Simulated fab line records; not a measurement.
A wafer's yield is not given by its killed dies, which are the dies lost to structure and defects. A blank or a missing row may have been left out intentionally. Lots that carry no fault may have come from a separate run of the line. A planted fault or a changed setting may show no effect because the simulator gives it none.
fab line records | flow nandHarc
[record] lots = 14 wafers = 42 lastDay = 33
route steps=1302 shown P_M0@274 P_M1@300
lots untouched by any fault: they come from a run of this same line in which no faults occurred
startH: hours from the record's opening day to when the first of the lot's shown wafers began | waitH: hours elapsed since this lot's preceding step | " identical to the entry in the row above | L1.1+2: a single row standing in for several wafers | - no value, or no start was given | * or withheld: withheld | < > ~ a bound
route shown NAME@n: names a module that has steps shown in the file, with the first one's number in the route | usual: mean/standard deviation of fault-free wafers | same: alike in all rows | chamber/n: place in a boat | sites: each site's reading | _std_site: the standard deviation of these | _edge_site: inner sites' mean taken away from outer sites' mean | radiusMm: how far each site lies from the wafer's centre | mask NAME#n: copy n | behind: the most recent tool/chamber to have shaped the wafer | hold: why the lot went on hold/how many hours it stayed there/how the hold came to an end | device: which transistor (n, p or np) failed to switch | end of line: tests of these same wafers at the route's end | step lacking rows: just its recipe | killed: the dies lost at the first sort to structure and to defects; this is not the yield of the wafer | map: per-die view of a wafer (x killed, . not killed, _ where there is no die)
set.NAME: the setting as run; set.NAME@STEP: as run at that earlier step | model.NAME: the simulator's own value behind a step, which no gauge read
route steps across a sampled set of lots; one table per step, one row per wafer
services: a tool's chamber out of use, with start hour (startH, from the record's first day; less than 0 if before it), hours out, and reason
[[steps]]
[step NHARC_P_M0_PVD_20]
[recipe] targetThkA = 50 biasV = 168.6 powerW = 15000 chamberPressurePa = 0.12 timeS = 8.06 substrateTempC = 50 material = TaN
[usual] chamberPressurePa = 0.12/0.00023 throttleValvePct = 29.6/0.91
// columns lot.wafer tool chamber startH waitH chamberPressurePa throttleValvePct
L528.3 pvdSputter-03 - - - 0.12 27.9
L528.2 " - " " 0.11955 28.8
L528.6 " - " " 0.11975 29.5
L530.2 pvdSputter-03 - - - 0.12012 28.7
L530.6 " - " " 0.11996 27.8
L530.5 " - " " 0.12016 28.3
L532.2 pvdSputter-02 - - - 0.12017 29.4
L532.1 " - " " 0.12018 28.8
L532.4 " - " " 0.1199 30.2
L533.2 pvdSputter-03 - - - 0.12003 29.8
L533.3 " - " " 0.11998 28.7
L533.5 " - " " 0.12017 29.8
L534.3 pvdSputter-01 - - - 0.11985 31.0
L534.6 " - " " 0.11998 29.9
L534.5 " - " " 0.11981 29.2
L535.1 pvdSputter-01 - - - 0.11965 29.3
L535.3 " - " " 0.12025 30.6
L535.5 " - " " 0.12017 29.9
L536.4 pvdSputter-01 - - - 0.11998 30.8
L536.6 " - " " 0.11967 28.9
L536.5 " - " " 0.12045 30.8
L537.2 pvdSputter-02 - - - 0.11986 28.6
L537.5 " - " " 0.11974 29.8
L537.6 " - " " 0.11988 28.8
L541.4 pvdSputter-03 - - - 0.1199 28.2
L541.3 " - " " 0.1204 30.2
L541.2 " - " " 0.12012 30.1
L543.3 pvdSputter-02 - - - 0.11993 28.8
L543.6 " - " " 0.12017 30.0
L543.5 " - " " 0.11998 29.5
L547.2 pvdSputter-02 - - - 0.12036 30.4
L547.3 " - " " 0.11993 29.2
L547.4 " - " " 0.11978 28.6
L549.2 pvdSputter-02 - - - 0.11974 29.6
L549.4 " - " " 0.11994 29.4
L549.1 " - " " 0.11996 28.4
L550.1 pvdSputter-02 - - - 0.12004 30.6
L550.3 " - " " 0.11984 29.7
L550.6 " - " " 0.11997 30.5
L551.1 pvdSputter-02 - - - 0.12053 29.2
L551.2 " - " " 0.12011 28.7
L551.5 " - " " 0.11986 29.6
[step NHARC_P_M1_ETCH_15]
[recipe] targetDepthA = 1825 timeS = 91.2 c4f8FlowSccm = withheld arFlowSccm = 400 rfW = 600 biasW = 300 chemistry = C4F8/Ar
[usual] oesProductAu = 0.954/0.022 rfVppV = 441.6/2.2 runLengthS = 112.6/0.43
// columns lot.wafer tool chamber startH waitH oesProductAu rfHoursCounterH rfVppV runLengthS
L528.3 rieDiel-05 3 125.12 - 0.955 4 441.4 112.5
L528.2 " 0 " " 0.963 4 443.9 113.2
L528.6 " 3 " " 0.952 - 442.4 112.6
L530.2 rieDiel-05 2 148.58 - 0.974 6 444.1 113.0
L530.6 " 0 " " 0.984 - 443.5 112.7
L530.5 " 1 " " 0.975 - 440.8 112.0
L532.4 rieDiel-03 3 166.38 - 0.934 3 439.8 112.1
L532.1 " 0 " " 0.925 2 445.1 113.2
L532.2 " 2 " " 0.932 3 443.9 112.8
L533.3 rieDiel-01 3 171.11 - 0.927 42 437.2 113.4
L533.2 " 1 " " 0.930 45 442.1 113.6
L533.5 " 0 " " 0.922 - 439.6 112.3
L534.3 rieDiel-05 1 189.00 - 0.907 8 440.4 112.5
L534.6 " 0 " " 0.911 - 442.4 112.9
L534.5 " 1 " " 0.925 - 441.2 112.5
L535.3 rieDiel-05 2 197.05 - 0.977 10 444.2 112.7
L535.1 " 1 " " 0.957 9 439.6 112.0
L535.5 " 3 " " 0.989 - 442.6 112.1
L536.4 rieDiel-05 1 211.06 - 0.936 - 440.2 112.3
L536.6 " 2 " " 0.942 - 442.2 112.5
L536.5 " 0 " " 0.943 - 444.1 112.8
L537.2 rieDiel-05 0 220.38 - 0.953 10 444.8 112.8
L537.5 " 2 " " 0.966 - 443.0 112.9
L537.6 " 1 " " 0.945 - 440.6 112.2
L541.4 rieDiel-03 1 256.52 - 0.945 13 438.0 99.2
L541.2 " 3 " " 0.926 12 439.9 112.7
L541.3 " 0 " " 0.989 11 442.7 100.1
L543.3 rieDiel-03 3 271.58 - 0.979 13 439.9 98.9
L543.5 " 3 " " 0.986 - 439.5 112.0
L543.6 " 0 " " 0.962 - 444.5 113.3
L547.3 rieDiel-05 0 316.75 - 0.952 6 443.8 113.3
L547.2 " 1 " " 0.947 4 440.4 112.0
L547.4 " 0 " " 0.964 - 441.0 113.1
L549.4 rieDiel-05 2 336.01 - 0.936 7 443.9 112.6
L549.2 " 3 " " 0.961 0 440.3 112.1
L549.1 " 1 " " 0.932 5 440.6 112.3
L550.1 rieDiel-01 0 348.77 - 0.932 31 438.5 112.4
L550.3 " 3 " " 0.923 33 436.5 113.2
L550.6 " 0 " " 0.917 - 442.2 112.1
L551.1 rieDiel-03 2 362.04 - 0.978 7 443.3 112.9
L551.2 " 0 " " 0.952 7 444.0 112.8
L551.5 " 1 " " 0.986 - 438.8 112.4
[step NHARC_P_M1_STRIP_18]
[recipe] powerW = 1000 n2FlowSccm = 150 h2FlowSccm = 150 arFlowSccm = 0 biasW = 0 chemistry = N2/H2
[usual] drypumpMotorCurrentA = 5.54/0.28 mfcArSccm = 0.011/0.013 oesProductAu = 1.001/0.0081 rfVppV = 90.9/0.86 showerheadPlenumPTorr = 2.07/0.075 throttleValvePct = 14.171/0.0084
// columns lot.wafer tool chamber startH waitH drypumpMotorCurrentA mfcArSccm oesProductAu rfHoursCounterH rfVppV showerheadPlenumPTorr throttleValvePct
L528.3 rieDiel-03 1 125.36 0.1 5.51 0 1.014 1 90.4 1.96 14.167
L528.2 " 3 " " 5.63 0 1.006 1 90.9 2.01 14.172
L528.6 " 1 " " 5.50 0 1.007 - 88.8 1.96 14.181
L530.2 rieDiel-05 2 148.83 0.1 5.52 0.028 0.999 6 91.9 2.14 14.169
L530.5 " 0 " " 5.65 0 1.004 - 91.2 2.13 14.172
L530.6 " 1 " " 5.42 0.021 0.997 - 89.9 2.05 14.159
L532.4 rieDiel-01 1 166.58 0.1 4.81 0.009 1.006 45 90.9 2.11 14.158
L532.2 " 2 " " 5.91 0.004 1.014 42 90.9 1.94 14.168
L532.1 " 0 " " 5.65 0.011 1.005 44 90.6 2.02 14.159
L533.2 rieDiel-05 2 171.31 0.1 5.56 0.028 0.998 8 92.6 2.14 14.165
L533.3 " 3 " " 5.40 0 1.000 8 90.9 2.07 14.179
L533.5 " 3 " " 5.41 0 0.989 - 91.4 2.07 14.169
L534.3 rieDiel-03 3 189.23 0.1 5.58 0 1.020 5 91.2 2.01 14.185
L534.5 " 2 " " 5.99 0.038 1.006 - 91.6 2.14 14.178
L534.6 " 3 " " 5.65 0 1.008 - 90.5 2.01 14.171
L535.1 rieDiel-05 0 197.27 0.1 5.67 0 1.021 9 90.7 2.13 14.182
L535.3 " 2 " " 5.55 0.028 1.006 10 90.8 2.14 14.176
L535.5 " 0 " " 5.66 0 1.003 - 89.8 2.13 14.168
L536.6 rieDiel-05 0 211.36 0.2 5.65 0 1.009 - 91.0 2.13 14.167
L536.5 " 1 " " 5.42 0.021 1.007 - 90.0 2.05 14.181
L536.4 " 2 " " 5.58 0.028 1.002 - 90.5 2.14 14.173
L537.2 rieDiel-03 3 220.65 0.1 5.62 0 1.012 9 91.4 2.01 14.174
L537.5 " 1 " " 5.50 0 1.009 - 89.8 1.96 14.168
L537.6 " 2 " " 5.99 0.038 0.996 - 92.3 2.14 14.177
L541.3 rieDiel-05 2 256.73 0.1 5.63 0.028 1.001 0 90.9 2.14 14.175
L541.2 " 1 " " 5.39 0.021 1.001 0 90.2 2.04 14.147
L541.4 " 2 " " 5.61 0.028 1.005 - 91.3 2.14 14.176
L543.3 rieDiel-05 2 271.89 0.2 5.64 0.028 0.997 - 91.8 2.14 14.155
L543.5 " 2 " " 5.63 0.028 1.005 - 89.9 2.14 14.170
L543.6 " 0 " " 5.67 0 1.011 - 90.6 2.13 14.162
L547.3 rieDiel-03 3 317.00 0.1 5.57 0 1.007 2 90.5 2.00 14.178
L547.2 " 0 " " 5.65 0 0.999 2 91.7 2.17 14.168
L547.4 " 1 " " 5.48 0 1.010 2 89.9 1.95 14.166
L549.4 rieDiel-03 1 336.38 0.2 5.47 0 1.006 4 90.8 1.95 14.183
L549.1 " 2 " " 5.97 0.038 0.996 5 91.7 2.13 14.165
L549.2 " 0 " " 5.65 0 0.991 4 90.8 2.17 14.168
L550.1 rieDiel-01 1 348.98 0.1 4.82 0.009 1.002 32 90.4 2.10 14.161
L550.3 " 3 " " 5.24 0 1.002 33 90.0 1.93 14.169
L550.6 " 1 " " 4.80 0.009 0.993 - 91.0 2.10 14.172
L551.1 rieDiel-05 2 362.24 0.1 5.59 0.028 0.997 7 90.2 2.14 14.178
L551.2 " 3 " " 5.41 0 0.987 1 90.3 2.07 14.169
L551.5 " 3 " " 5.41 0 0.988 - 91.5 2.07 14.161
[step NHARC_P_M1_ETCH_28]
[recipe] targetDepthA = 300 overEtchFrac = 0.3 timeS = 72.99 ionEnergyEv = 150 cf4FlowSccm = 50 n2FlowSccm = 100 arFlowSccm = 150 rfW = 300 biasW = 100 chemistry = CF4/N2
[usual] drypumpMotorCurrentA = 5.54/0.26 mfcArSccm = 150.0/0.45 oesProductAu = 1.001/0.0084 rfVppV = 314.6/1.8 runLengthS = 94.5/0.42 showerheadPlenumPTorr = 2.66/0.093 throttleValvePct = 19.795/0.0095
// columns lot.wafer tool chamber startH waitH drypumpMotorCurrentA mfcArSccm oesProductAu rfHoursCounterH rfVppV runLengthS showerheadPlenumPTorr throttleValvePct
L528.2 rieDiel-03 3 - - 5.60 149.3 1.016 1 312.3 94.5 2.59 19.801
L528.3 " 1 " " 5.50 150.4 1.009 1 312.3 93.9 2.53 19.808
L528.6 " 0 " " 5.66 150.2 1.007 - 315.9 94.4 2.79 19.803
L530.2 rieDiel-05 0 - - 5.67 150.4 0.998 6 316.4 94.8 2.73 19.781
L530.5 " 1 " " 5.39 149.7 0.990 - 314.8 93.9 2.63 19.785
L530.6 " 2 " " 5.56 149.8 0.998 - 316.4 94.5 2.75 19.790
L532.4 rieDiel-01 2 - - 5.92 149.7 1.009 42 312.5 93.9 2.50 19.790
L532.1 " 3 " " 5.28 150.2 1.016 41 311.1 94.9 2.51 19.794
L532.2 " 0 " " 5.68 150.4 0.996 44 313.6 94.0 2.60 19.789
L533.2 rieDiel-05 3 - - 5.40 150.4 0.995 8 314.9 94.2 2.66 19.794
L533.3 " 2 " " 5.58 150.8 1.011 8 316.3 94.5 2.75 19.801
L533.5 " 3 " " 5.38 150.1 1.001 - 315.3 94.3 2.66 19.791
L534.3 rieDiel-03 0 - - 5.66 150.3 1.011 4 316.6 94.8 2.79 19.792
L534.5 " 0 " " 5.65 150.7 1.001 - 318.3 95.0 2.79 19.803
L534.6 " 1 " " 5.49 150.5 1.015 - 312.9 94.2 2.53 19.801
L535.3 rieDiel-05 3 - - 5.40 150.3 0.998 9 315.5 94.1 2.66 19.798
L535.1 " 0 " " 5.65 150.9 1.006 9 316.6 94.6 2.73 19.803
L535.5 " 3 " " 5.40 150.0 1.006 - 316.5 94.2 2.66 19.812
L536.5 rieDiel-05 1 - - 5.39 150.7 0.993 - 314.3 94.3 2.63 19.784
L536.6 " 2 " " 5.65 150.1 0.990 - 314.5 94.3 2.75 19.809
L536.4 " 0 " " 5.62 149.5 0.998 - 315.9 94.6 2.73 19.788
L537.2 rieDiel-03 0 - - 5.67 149.4 1.005 7 317.9 95.0 2.78 19.781
L537.6 " 3 " " 5.58 149.8 1.015 - 313.7 94.1 2.59 19.787
L537.5 " 0 " " 5.65 149.7 1.006 - 316.4 94.4 2.78 19.801
L541.2 rieDiel-05 1 - - 5.42 150.4 0.987 1 314.8 93.9 2.63 19.772
L541.3 " 2 " " 5.57 150.0 0.994 1 317.3 94.4 2.74 19.791
L541.4 " 0 " " 5.66 149.7 0.998 - 317.1 95.1 2.73 19.803
L543.3 rieDiel-05 0 272.21 0.3 5.64 149.9 1.000 - 315.3 94.8 2.73 19.789
L543.5 " 0 " " 5.64 149.8 1.003 - 315.6 95.0 2.73 19.789
L543.6 " 2 " " 5.61 149.9 0.989 - 316.6 94.4 2.74 19.794
L547.3 rieDiel-03 0 - - 5.68 150.0 1.002 2 316.4 94.6 2.78 19.814
L547.2 " 1 " " 5.49 150.2 0.997 2 312.1 94.5 2.52 19.802
L547.4 " 2 " " 5.99 149.0 1.013 2 315.4 94.8 2.74 19.806
L549.1 rieDiel-03 0 - - 5.64 150.1 1.000 4 318.0 94.5 2.78 19.811
L549.4 " 1 " " 5.50 150.1 1.006 4 311.9 94.0 2.52 19.789
L549.2 " 3 " " 5.62 150.0 1.002 4 313.2 93.9 2.58 19.799
L550.3 rieDiel-01 1 - - 4.82 150.4 1.008 32 316.0 95.1 2.69 19.798
L550.1 " 3 " " 5.24 149.1 0.991 33 311.1 95.1 2.50 19.796
L550.6 " 3 " " 5.21 149.8 0.993 - 311.9 94.9 2.50 19.810
L551.1 rieDiel-05 0 - - 5.67 150.0 1.000 8 316.5 94.6 2.73 19.794
L551.2 " 2 " " 5.51 150.0 0.996 8 314.5 95.1 2.74 19.780
L551.5 " 0 " " 5.64 150.6 1.000 - 317.5 94.6 2.73 19.789
[[services]]
// columns tool chamber startH hours kind
pvdSputter-02 - 104.00 10.0 pm
rieDiel-03 - 104.30 9.0 pm
pvdSputter-02 - 118.18 28.7 repair
rieDiel-01 2 128.34 3.3 repair
rieDiel-03 - 128.80 2.1 repair
rieDiel-03 0 146.02 2.5 repair
rieDiel-03 0 152.10 5.1 repair
pvdSputter-03 - 160.50 3.6 repair
pvdSputter-03 - 170.00 10.0 pm
rieDiel-03 0 172.44 2.6 repair
pvdSputter-03 - 181.10 6.1 repair
rieDiel-01 2 187.54 16.3 repair
rieDiel-05 3 198.93 132.0 repair
rieDiel-05 - 229.60 9.0 pm
rieDiel-05 1 271.05 21.7 repair
rieDiel-03 - 281.30 9.0 pm
pvdSputter-02 - 282.00 10.0 pm
rieDiel-05 - 306.44 0.6 repair
rieDiel-03 1 310.53 5.6 repair
rieDiel-01 - 318.47 29.9 repair
rieDiel-03 - 340.38 2.4 repair
pvdSputter-03 - 344.74 35.2 repair
rieDiel-01 2 348.93 9.0 repair
rieDiel-01 1 359.08 9.7 repair
[[key]]
[firstSign] step = NHARC_P_M1_ETCH_15 reading = runLengthS direction = down sigmas = 31 usual = * struck = *
effect none on later readings
metAt NHARC_P_M1_ETCH_15
struckLots L541,L543
struckWafers L541.3,L541.4,L543.3
laterRowsLeftOut L543.3
sortLeftOut L541.3,L541.4,L543.3
notActingAt NHARC_P_M0_PVD_20,NHARC_P_M1_STRIP_18,NHARC_P_M1_ETCH_28
onsetBetween 166.38 256.52
[fault] kind = processParameterDrift tool = rieDiel-03 chamber = - onsetH = 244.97 steps = NHARC_P_M1_ETCH_15 channel = timeS offset = * shape = step endH = 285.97 scope = struckWafersOnly actsIn = * stated = *
// sortLeftOut: the simulated sort isn't trusted on such a fault, so these wafers' sort isn't shown, and their yield isn't known
// laterRowsLeftOut: the simulator's readings of these wafers behind a module that went badly wrong aren't trusted and aren't shown, but for the sort
